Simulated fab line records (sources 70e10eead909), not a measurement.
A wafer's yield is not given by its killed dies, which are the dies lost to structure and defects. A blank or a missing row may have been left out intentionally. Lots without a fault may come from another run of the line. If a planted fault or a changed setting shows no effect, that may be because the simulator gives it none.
Tool commonality check :: flow nandHarc :: Lots sampled 2, wafers sampled 6

WHAT PROMPTED THE OPENING
At NHARC_END_SORT_01 the reading killedAtArray is flagged on 2 of 2 lots. No-fault wafers: 29, standard deviation 13.
Rule: a lot is flagged in two cases, either no wafer of it has a number, or all its wafers with numbers fall more than 4 standard deviations from that mean. As for the other lots, they are considered sound.

lot: L368
measured: day 24 02:37
on: prober-02
killedAtArray, wafer by wafer: 125 134 126
flag: FLAGGED

lot: L369
measured: day 24 20:16
on: prober-01
killedAtArray, wafer by wafer: 149 147 148
flag: FLAGGED
On average the flagged lots' numbers are 138, which is +109 against the usual, or +8 standard deviations.

LOT BY LOT: THE TOOL USED
Before the reading, the record contains 4 process steps out of a 1159-step route. Read each cell as the tool, then ch plus the chambers that the sampled wafers visited, then the start.
lot: L368
flag: FLAGGED
NHARC_A_CONTACT_ETCH_132: harCapEtch-03 ch 0,1, day 21 13:13
NHARC_A_BONDPAD_STRIP_15: rieDiel-04 ch 0,2,3, day 22 20:19
NHARC_A_BONDPAD_ETCH_24: rieDiel-04 ch 0,1,3, day 22 20:52 or earlier
NHARC_A_BONDPAD_DEGAS_25: pvdSputter-01, day 22 20:52

lot: L369
flag: FLAGGED
NHARC_A_CONTACT_ETCH_132: harCapEtch-03 ch 0,1, day 22 07:01
NHARC_A_BONDPAD_STRIP_15: rieDiel-04 ch 0,1,3, day 23 11:16
NHARC_A_BONDPAD_ETCH_24: rieDiel-04 ch 1,2, day 23 11:49 or earlier
NHARC_A_BONDPAD_DEGAS_25: pvdSputter-03, day 23 11:49
What the steps here do:
- NHARC_A_CONTACT_ETCH_132: etches the open film in C4F8/O2/Ar, time 156 s, target depth 958 nm.
- NHARC_A_BONDPAD_STRIP_15: strips in O2.
- NHARC_A_BONDPAD_ETCH_24: etches the open film in CF4/N2, target depth 30 nm, time 72.99 s.
- NHARC_A_BONDPAD_DEGAS_25: time 60 s.
- NHARC_END_SORT_01

FLAGGED AGAINST TOTAL, ONE TOOL AT A TIME (gauges that did the reading follow at the end)
step: NHARC_A_CONTACT_ETCH_132
tool: harCapEtch-03
lots run: 2
flagged: 2
share of the flagged lots: all
sound lots run after its first flagged lot: 0

step: NHARC_A_BONDPAD_STRIP_15
tool: rieDiel-04
lots run: 2
flagged: 2
share of the flagged lots: all
sound lots run after its first flagged lot: 0

step: NHARC_A_BONDPAD_ETCH_24
tool: rieDiel-04
lots run: 2
flagged: 2
share of the flagged lots: all
sound lots run after its first flagged lot: 0

step: NHARC_A_BONDPAD_DEGAS_25
tool: pvdSputter-01
lots run: 1
flagged: 1
share of the flagged lots: some
sound lots run after its first flagged lot: 0

step: NHARC_A_BONDPAD_DEGAS_25
tool: pvdSputter-03
lots run: 1
flagged: 1
share of the flagged lots: some
sound lots run after its first flagged lot: 0

step: NHARC_END_SORT_01
tool: prober-01
lots run: 1
flagged: 1
share of the flagged lots: some
sound lots run after its first flagged lot: 0

step: NHARC_END_SORT_01
tool: prober-02
lots run: 1
flagged: 1
share of the flagged lots: some
sound lots run after its first flagged lot: 0
NHARC_A_BONDPAD_ETCH_24: start missing for some lots; hours and lot order therefore follow NHARC_A_BONDPAD_DEGAS_25.

WHAT IS ALLOWED BY THE TABLE
All flagged lots were run by 3 table rows, namely harCapEtch-03 at NHARC_A_CONTACT_ETCH_132, rieDiel-04 at NHARC_A_BONDPAD_STRIP_15, rieDiel-04 at NHARC_A_BONDPAD_ETCH_24.
- harCapEtch-03 at NHARC_A_CONTACT_ETCH_132 ran 2 lots, 2 of them flagged. With no sound lot run before its first flagged lot in this sample, there is nothing to narrow down the start.
- rieDiel-04 at NHARC_A_BONDPAD_STRIP_15 ran 2 lots, 2 of them flagged. With no sound lot run before its first flagged lot in this sample, there is nothing to narrow down the start.
- rieDiel-04 at NHARC_A_BONDPAD_ETCH_24 ran 2 lots, 2 of them flagged. With no sound lot run before its first flagged lot in this sample, there is nothing to narrow down the start.
These 2 tools cannot be told apart by counting lots, since each of them fits a fault that started at some hour. More lots, or a look at what each step does to the wafer, might.

WHAT THE SIMULATOR HAD INSERTED
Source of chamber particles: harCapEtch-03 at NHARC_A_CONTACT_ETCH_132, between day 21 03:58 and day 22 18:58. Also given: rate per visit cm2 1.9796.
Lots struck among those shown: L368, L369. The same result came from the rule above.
